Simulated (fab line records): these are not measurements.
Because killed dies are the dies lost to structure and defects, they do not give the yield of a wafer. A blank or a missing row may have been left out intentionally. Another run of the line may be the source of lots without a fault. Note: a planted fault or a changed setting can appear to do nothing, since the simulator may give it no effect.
fab line records	flow n5_finfet	part 2 of 2: steps 23 to 30 of 30
[record] lots = 5	wafers = 15	last_day = 18
route steps=1938 shown BEOL_M0_SAQP@685 BEOL_M0_CUTY@701
lots that met no fault: from a run of the same line without faults
start_h: hours from the record's first day to the start of the lot's first wafer shown	wait_h: hours elapsed since this lot's preceding step	" same as the row above	L1.1+2: a row that stands for several wafers	- no value, or no start was given	* or withheld: withheld	< > ~ a bound
route shown NAME@n: a module of which the file shows steps, and the number in the route of the first	usual: the fault-free wafers' mean and standard deviation	same: alike in all rows	chamber/n: place in a boat	sites: each site's reading	_std_site: the values' standard deviation	_edge_site: inner sites' mean taken away from outer sites' mean	radius_mm: for every site, how far away it sits from the centre of the wafer	mask NAME#n: copy n	behind: the tool/chamber that last shaped the wafer	hold: why the lot was held/for how many hours/how that ended	device: names the non-switching transistor (n, p or np)	end of line: tests of these same wafers at the route's end	step lacking rows: just its recipe	killed: at the first sort, the dies lost to defects and structure; wafer yield is something else	map: the dies of a wafer, with x for killed, . for not killed, _ for no die there
set.NAME: setting as actually run; set.NAME@STEP: the setting as run at that earlier step	model.NAME: the simulator's own value behind a step, which no gauge read
lots at some steps of the route; a table a step, a row a wafer
services: a tool's chamber out of use, with start hour (start_h, from the record's first day; less than 0 if before it), hours out, and reason
[[steps]]
[step N5_BEOL_M0_CUTY_DEVELOP_56]
[recipe] develop_time_s = 30	developer = TMAH	resist = CAR-ArF-block	rinse_liquid = diw	dry = air_spin	dev_temp_c = 23
lot.wafer	tool	chamber	start_h	wait_h
L075.1+3+5	litho_track-01	0	-	-
L077.1+3+5	litho_track-04	0	-	-
L093.1+3+5	litho_track-01	0	-	-
L094.1+3+4	litho_track-03	0	-	-
L095.1+3+4	litho_track-03	0	-	-
[step N5_BEOL_M0_CUTY_CD_MEAS_57]
[recipe] target_cd_nm = 200	landing_energy_ev = 500	detector = se_inlens	polarity = line
[usual] cd_nm = 200.0/0.79
lot.wafer	tool	chamber	start_h	wait_h	cd_nm
L075.1	cd_sem-02	0	120.14	-	199.3
L075.3	"	0	"	"	199.6
L075.5	"	0	"	"	199.4
L077.1	cd_sem-01	0	132.93	-	200.6
L077.3	"	0	"	"	200.7
L077.5	"	0	"	"	202.3
L093.1	cd_sem-01	0	227.78	-	199.7
L093.3	"	0	"	"	199.2
L093.5	"	0	"	"	199.6
L094.1	cd_sem-02	0	232.82	-	200.9
L094.3	"	0	"	"	201.1
L094.4	"	0	"	"	200.0
L095.1	cd_sem-02	0	240.59	-	200.2
L095.3	"	0	"	"	200.3
L095.4	"	0	"	"	199.8
[step N5_BEOL_M0_CUTY_OVL_MEAS_58]
[recipe] points_per_wafer = 44
[usual] M0_ABLK_OVL = 0.0/0.75
[same] points_per_wafer = 44
lot.wafer	tool	chamber	start_h	wait_h	M0_ABLK_OVL[nm]
L075.1	overlay-02	0	120.17	0.0	1.9
L075.3	"	0	"	"	0.4
L075.5	"	0	"	"	0.7
L077.1	overlay-02	0	132.96	0.0	-1.6
L077.3	"	0	"	"	-1.8
L077.5	"	0	"	"	-2.0
L093.1	overlay-01	0	227.81	0.0	0.1
L093.3	"	0	"	"	0.3
L093.5	"	0	"	"	-0.5
L094.1	overlay-01	0	232.85	0.0	-0.4
L094.3	"	0	"	"	-0.6
L094.4	"	0	"	"	0.5
L095.1	overlay-01	0	240.62	0.0	0.3
L095.3	"	0	"	"	0.3
L095.4	"	0	"	"	0.7
[step N5_BEOL_M0_CUTY_INSPECT_59]
[recipe] mode = adi	inspect_instrument = macro
[usual] raw_defect_count = 2.1/1.4
lot.wafer	tool	chamber	start_h	wait_h	raw_defect_count
L075.1	defect_inspect-02	-	120.19	0.0	1
L075.3	"	-	"	"	0
L075.5	"	-	"	"	1
L077.1	defect_inspect-01	-	132.99	0.0	1
L077.3	"	-	"	"	4
L077.5	"	-	"	"	3
L093.1	defect_inspect-01	-	227.83	0.0	0
L093.3	"	-	"	"	3
L093.5	"	-	"	"	3
L094.1	defect_inspect-02	-	232.88	0.0	3
L094.3	"	-	"	"	2
L094.4	"	-	"	"	3
L095.1	defect_inspect-01	-	240.64	0.0	1
L095.3	"	-	"	"	4
L095.4	"	-	"	"	1
[step N5_BEOL_M0_CUTY_DESCUM_61]
[recipe] chemistry = O2	time_s = 7.9	source_power_w = 50	bias_power_w = 20	pressure_mtorr = 20	rf_frequency_hz = 2.712e+07	temp_c = 40	resist = CAR-ArF-block	o2_flow_sccm = 225
[usual] drypump_motor_current_A = 5.8/0.53	oes_product_au = 0.78/0.08	rf_vpp_V = 243.9/1.4	showerhead_plenum_p_Torr = 2.14/0.062	throttle_valve_pct = 20.43/0.15
lot.wafer	tool	chamber	start_h	wait_h	drypump_motor_current_A	oes_product_au	rf_hours_counter_h	rf_vpp_V	showerhead_plenum_p_Torr	throttle_valve_pct
L075.1	rie_diel-03	0	120.23	0.0	6.4	0.70	244	244.6	2.15	20.49
L075.3	"	2	"	"	5.8	0.95	5	244.9	2.23	20.52
L075.5	"	3	"	"	6.1	0.78	-	243.3	2.10	20.44
L077.1	rie_diel-03	0	133.08	0.1	6.4	0.69	249	243.6	2.15	20.50
L077.3	"	1	"	"	6.7	0.74	157	244.4	2.18	20.08
L077.5	"	1	"	"	6.7	0.74	-	243.5	2.17	20.06
L093.1	rie_diel-05	1	227.87	0.0	4.9	0.86	68	242.9	2.05	20.34
L093.3	"	3	"	"	6.4	0.71	207	245.5	2.16	20.61
L093.5	"	2	"	"	5.9	0.69	-	242.4	2.16	20.32
L094.1	rie_diel-02	3	232.91	0.0	5.8	0.81	109	245.4	2.19	20.56
L094.3	"	1	"	"	5.0	0.85	54	240.7	2.04	20.37
L094.4	"	0	"	"	6.2	0.71	199	244.7	2.16	20.45
L095.1	rie_diel-05	1	240.92	0.3	4.9	0.85	72	242.5	2.05	20.34
L095.3	"	0	"	"	5.7	0.73	150	244.9	2.18	20.57
L095.4	"	3	"	"	6.4	0.71	211	245.0	2.16	20.63
[step N5_BEOL_M0_CUTY_ETCH_62]
[recipe] chemistry = CF4	target = SiARC	mask_material = CAR-ArF-block	time_s = 58.5	ion_energy_ev = 80	pressure_mtorr = 40	source_w = 545	bias_w = 36	Ar_flow_sccm = 100	cf4_flow_sccm = 100	ends = cleared
[usual] drypump_motor_current_A = 5.8/0.53	etch_rf_on_time_s = 58.5/0.71	oes_product_au = 0.67/0.065	rf_vpp_V = 184.6/1.1	showerhead_plenum_p_Torr = 2.19/0.065	throttle_valve_pct = 15.61/0.18
lot.wafer	tool	chamber	start_h	wait_h	drypump_motor_current_A	etch_rf_on_time_s	oes_product_au	rf_hours_counter_h	rf_vpp_V	showerhead_plenum_p_Torr	throttle_valve_pct
L075.1	rie_diel-03	0	120.26	0.0	6.4	59.8	0.59	244	184.6	2.20	15.72
L075.3	"	2	"	"	5.8	58.6	0.81	5	186.3	2.28	15.62
L075.5	"	3	"	"	6.1	57.4	0.67	-	184.7	2.15	15.62
L077.1	rie_diel-03	0	133.12	0.0	6.4	59.2	0.60	249	183.3	2.19	15.74
L077.3	"	1	"	"	6.7	59.7	0.64	157	185.0	2.22	15.30
L077.5	"	1	"	"	6.7	59.6	0.64	-	186.1	2.22	15.29
L093.1	rie_diel-05	1	227.90	0.0	4.9	59.0	0.71	68	183.7	2.08	15.37
L093.3	"	3	"	"	6.4	58.6	0.60	207	185.7	2.21	15.87
L093.5	"	2	"	"	5.9	59.7	0.58	-	186.1	2.19	15.55
L094.1	rie_diel-02	3	232.95	0.0	5.8	58.1	0.70	109	184.5	2.24	15.76
L094.3	"	1	"	"	4.9	59.0	0.73	54	183.5	2.09	15.47
L094.4	"	0	"	"	6.2	58.6	0.61	199	184.1	2.22	15.71
L095.1	rie_diel-05	1	240.96	0.0	4.9	59.0	0.72	72	182.8	2.08	15.40
L095.3	"	0	"	"	5.7	57.8	0.62	150	185.6	2.23	15.79
L095.4	"	3	"	"	6.4	57.9	0.61	212	184.6	2.21	15.88
[step N5_BEOL_M0_CUTY_ETCH_63]
[recipe] chemistry = N2/H2	target = SOC	target_depth_a = 827	overetch_a = 165	mask_material = SiARC	temp_c = 40	ion_energy_ev = 200	time_s = 124	pressure_mtorr = 30	source_w = 840	bias_w = 150	n2_flow_sccm = 200	h2_flow_sccm = 200
[usual] drypump_motor_current_A = 5.8/0.53	oes_product_au = 0.64/0.062	rf_vpp_V = 525.5/2.2	showerhead_plenum_p_Torr = 2.60/0.082	throttle_valve_pct = 17.80/0.22
lot.wafer	tool	chamber	start_h	wait_h	drypump_motor_current_A	oes_product_au	rf_hours_counter_h	rf_vpp_V	showerhead_plenum_p_Torr	throttle_valve_pct
L075.1	rie_diel-03	0	120.31	0.0	6.4	0.58	244	528.3	2.61	17.88
L075.3	"	2	"	"	5.8	0.77	5	527.5	2.72	17.99
L075.5	"	3	"	"	6.1	0.63	-	522.7	2.55	17.80
L077.1	rie_diel-03	0	133.16	0.0	6.4	0.57	249	526.4	2.60	17.87
L077.3	"	1	"	"	6.7	0.62	157	526.3	2.65	17.48
L077.5	"	1	"	"	6.7	0.62	-	527.1	2.65	17.45
L093.1	rie_diel-05	1	227.95	0.0	4.9	0.69	68	521.3	2.46	17.50
L093.3	"	3	"	"	6.4	0.58	207	526.0	2.61	17.95
L093.5	"	2	"	"	5.9	0.57	-	525.5	2.61	17.65
L094.1	rie_diel-02	3	232.99	0.0	5.8	0.66	109	526.8	2.67	18.02
L094.3	"	1	"	"	4.9	0.71	55	522.5	2.49	17.84
L094.4	"	0	"	"	6.2	0.59	199	526.6	2.62	17.84
L095.1	rie_diel-05	1	241.01	0.0	4.9	0.68	72	522.1	2.46	17.49
L095.3	"	0	"	"	5.7	0.60	150	527.6	2.66	18.09
L095.4	"	3	"	"	6.4	0.58	212	525.8	2.61	17.95
[step N5_BEOL_M0_CUTY_STRIP_64]
[recipe] chemistry = N2/H2	temp_c = 40	n2_flow_sccm = 200	h2_flow_sccm = 200	rf_frequency_hz = 6e+07
lot.wafer	tool	chamber	start_h	wait_h
L075.1+3+5	rie_diel-03	0,2,3	120.42	0.1
L077.1+3+5	rie_diel-03	0,1,1	133.28	0.1
L093.1+3+5	rie_diel-05	1,3,2	228.06	0.1
L094.1+3+4	rie_diel-02	3,1,0	233.11	0.1
L095.1+3+4	rie_diel-05	1,0,3	241.12	0.1
[[services]]
tool	chamber	start_h	hours	kind
arfi_scanner-02	-	96.85	2.7	repair
rie_diel-03	-	99.11	2.8	pm
arfi_scanner-02	-	103.78	1.0	pm
arfi_scanner-01	-	106.67	1.3	pm
euv_scanner-01	-	107.04	4.6	pm
rie_diel-06	2	114.51	5.9	repair
arfi_scanner-01	-	115.80	0.3	repair
rie_diel-06	-	116.53	12.6	repair
rie_diel-02	3	127.94	2.0	repair
euv_scanner-01	-	129.49	0.4	repair
euv_scanner-01	-	130.49	1.0	pm
euv_scanner-01	-	160.47	1.1	repair
euv_scanner-01	-	169.63	3.7	repair
rie_diel-06	1	183.64	4.6	repair
euv_scanner-01	-	186.64	1.0	pm
euv_scanner-01	-	189.28	1.6	repair
rie_diel-05	3	191.40	1.4	repair
rie_diel-01	0	196.72	1.8	repair
rie_diel-01	1	196.83	5.2	repair
rie_diel-06	-	213.84	2.8	pm
rie_diel-03	1	222.81	2.7	repair
rie_diel-04	-	228.29	14.6	pm
ald_sin-02	2	230.21	15.0	repair
rie_diel-02	0	236.29	1.6	repair
